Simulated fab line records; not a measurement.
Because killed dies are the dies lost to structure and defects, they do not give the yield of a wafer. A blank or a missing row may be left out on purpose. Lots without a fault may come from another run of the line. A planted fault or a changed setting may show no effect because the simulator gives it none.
Chamber matching | flow n5_finfet | N5_BEOL_M11_CURE_72 on uv_cure-02: 3 sister chambers
The step cures SiCOH lowk, time 120 s. 3 wafers are shown with their chamber, then 11 later ones without.

## WAFERS WITH THEIR CHAMBER
wafer  | chamber | lamp_power_pct (%)
L082.6 | 1       | 52.26
L085.3 | 2       | 52.30
L094.2 | 0       | 52.30

## WAFERS WITHOUT THEIR CHAMBER
wafer  | lamp_power_pct (%)
L094.3 | 52.27
L094.5 | 52.30
L093.2 | 52.31
L093.4 | 52.27
L093.6 | 52.36
L095.1 | 52.34
L095.4 | 52.37
L095.6 | 52.26
L092.1 | 52.41
L092.3 | 52.28
L092.4 | 52.30

## CHAMBER TAKEN BY EACH
wafer  | from the rows above          | in truth
L094.3 | can't be placed: 1 or 0 or 2 | 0
L094.5 | can't be placed: 0 or 2 or 1 | 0
L093.2 | can't be placed: 0 or 2 or 1 | 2
L093.4 | can't be placed: 1 or 0 or 2 | 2
L093.6 | can't be placed: 0 or 2 or 1 | 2
L095.1 | can't be placed: 0 or 2 or 1 | 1
L095.4 | can't be placed: 0 or 2 or 1 | 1
L095.6 | can't be placed: 1 or 0 or 2 | 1
L092.1 | can't be placed: 0 or 2 or 1 | 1
L092.3 | can't be placed: 0 or 2 or 1 | 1
L092.4 | can't be placed: 0 or 2 or 1 | 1
0 of 11 placed correctly. Not placeable from these rows: 11 (in 11, the candidates include the true chamber). 0 placed wrongly.
How it was worked out, from the rows above alone: a wafer's distance from a chamber is the root of the sum, over the readings, of the square of ((its reading less the chamber's mean) divided by the reading's scatter). The wafer belongs to the nearest chamber; if the next one is less than 2 further off, it can't be placed. The mean given for a chamber averages the wafers shown for that chamber. The scatter: with one shown wafer a chamber, the root of the mean of the squares of how far each hidden wafer lies from its nearest shown one.
